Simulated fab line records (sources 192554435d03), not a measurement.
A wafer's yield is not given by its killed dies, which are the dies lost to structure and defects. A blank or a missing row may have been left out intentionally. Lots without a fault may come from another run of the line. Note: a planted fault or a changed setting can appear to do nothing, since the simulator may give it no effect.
Lot-split experiment -- flow n5Finfet -- on a route of 1938 steps: 7 lots, 39 wafers read

== ABOUT THE SPLIT ==
At N5_PASSIVATION_PECVD_35 (deposits SiNx from SiH4/NH3/N2, target thk 700 nm, time 151.3 s), the setting timeS was moved away from the recipe's 151.3 s on 9 of the 39 wafers read, by -17.9% to +31.9%. All remaining wafers had this setting at the recipe value.

Reading taken at the split's own step.

== THE READING ==
SiNx_of_PASSIVATION_PECVD_35.thkNm (the simulator's own value, which no gauge read), in nm, at N5_PASSIVATION_PECVD_35 (deposits SiNx from SiH4/NH3/N2, target thk 700 nm, time 151.3 s). The file does not state a usual value for it. The 30 wafers here that ran the recipe average 699.2 nm, standard deviation 10 nm.

wafer,"tool, chamber at the split","timeS as run, s",against the recipe,"SiNx_of_PASSIVATION_PECVD_35.thkNm, nm",against lot-mates on the recipe
L078.1,"pecvd-01, 1",151.3,recipe,689.6,-
L078.2,"pecvd-01, 0",151.3,recipe,678.8,-
L078.3,"pecvd-01, 2",151.3,recipe,694.8,-
L078.4,"pecvd-01, 1",151.3,recipe,715,-
L078.5,"pecvd-01, 2",151.3,recipe,701.4,-
L078.6,"pecvd-01, 0",151.3,recipe,692.2,-
L083.1,"pecvd-04, 2",199.6,+31.9%,921,+208.1
L083.2,"pecvd-04, 1",199.6,+31.9%,929.4,+216.5
L083.3,"pecvd-04, 0",199.6,+31.9%,916.6,+203.7
L083.4,"pecvd-04, 0",151.3,recipe,705.4,-
L083.5,"pecvd-04, 1",151.3,recipe,719.2,-
L083.6,"pecvd-04, 2",151.3,recipe,714,-
L086.1,"pecvd-02, 2",196.5,+29.9%,894.6,+191.6
L086.2,"pecvd-02, 1",196.5,+29.9%,901.4,+198.4
L086.3,"pecvd-02, 0",151.3,recipe,704.4,-
L086.4,"pecvd-02, 1",196.5,+29.9%,919.2,+216.2
L086.5,"pecvd-02, 2",151.3,recipe,702,-
L086.6,"pecvd-02, 0",151.3,recipe,702.6,-
L088.1,"pecvd-02, 0",151.3,recipe,689.2,-
L088.2,"pecvd-02, 1",151.3,recipe,700.4,-
L088.3,"pecvd-02, 2",151.3,recipe,695.8,-
L088.4,"pecvd-02, 0",151.3,recipe,701,-
L088.5,"pecvd-02, 2",151.3,recipe,699.2,-
L088.6,"pecvd-02, 1",151.3,recipe,714,-
L092.1,"pecvd-01, 1",151.3,recipe,700.4,-
L092.2,"pecvd-01, 0",151.3,recipe,678.2,-
L092.3,"pecvd-01, 1",124.2,-17.9%,575.6,-117.1
L092.4,"pecvd-01, 0",124.2,-17.9%,573.4,-119.3
L092.5,"pecvd-01, 1",151.3,recipe,699.6,-
L092.6,"pecvd-01, 0",124.2,-17.9%,567.2,-125.5
L094.2,"pecvd-04, 0,1",151.3,recipe,685.6,-
L094.3,"pecvd-04, 0,1",151.3,recipe,685.6,-
L094.6,"pecvd-04, 0",151.3,recipe,692.6,-
L096.1,"pecvd-04, 1",151.3,recipe,695.2,-
L096.2,"pecvd-04, 0",151.3,recipe,691.8,-
L096.3,"pecvd-04, 2",151.3,recipe,698.6,-
L096.4,"pecvd-04, 1,2",151.3,recipe,711.4,-
L096.5,"pecvd-04, 1,2",151.3,recipe,711.4,-
L096.6,"pecvd-04, 0",151.3,recipe,706.6,-
When a row names more than one chamber, that row covers several wafers, and the file does not tell which wafer ran in which chamber.

THE FIT
A straight line over all 39 wafers: SiNx_of_PASSIVATION_PECVD_35.thkNm changes by +6.97 nm for each +1% of timeS; r = +0.99; the points scatter about the line by 9.9 nm.
The same after taking each lot's own level away (the mean of its wafers on the recipe; 39 wafers): +6.67 nm for each +1%; r = +1.00; scatter 8 nm.
According to that fit, moving timeS by its largest amount changes the reading by 2.1e+02 nm.
Across the lots, their own levels run from 687.93 to 712.87 nm, a range of 2.4 times the standard deviation given above.
Consequently the slope shifts little with the lot-to-lot level, the two slopes agreeing.
Check: with one of the wafers moved furthest among these (+31.9%) left out of the fit, the line predicts +214 nm for it against its lot-mates. It came out at +208 nm against them.

== FURTHER SPLITS ON THESE WAFERS ==
Note: prior to the reading, these wafers also went through further splits. Each is held against what the fit with the lots' levels taken away leaves over:
other split on the same wafers,wafers away from the commonest value,r with SiNx_of_PASSIVATION_PECVD_35.thkNm (lot level and that fit taken away)
N5_BEOL_M11_VIA_ETCH_34 targetDepthA,12,-0.32
N5_BEOL_M14_SPUTTER_44 timeS,15,-0.01

== FILE'S OWN FIT ==
SiNx_of_PASSIVATION_PECVD_35.thkNm changes by +6.67 nm for each +1% of timeS, r = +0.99.
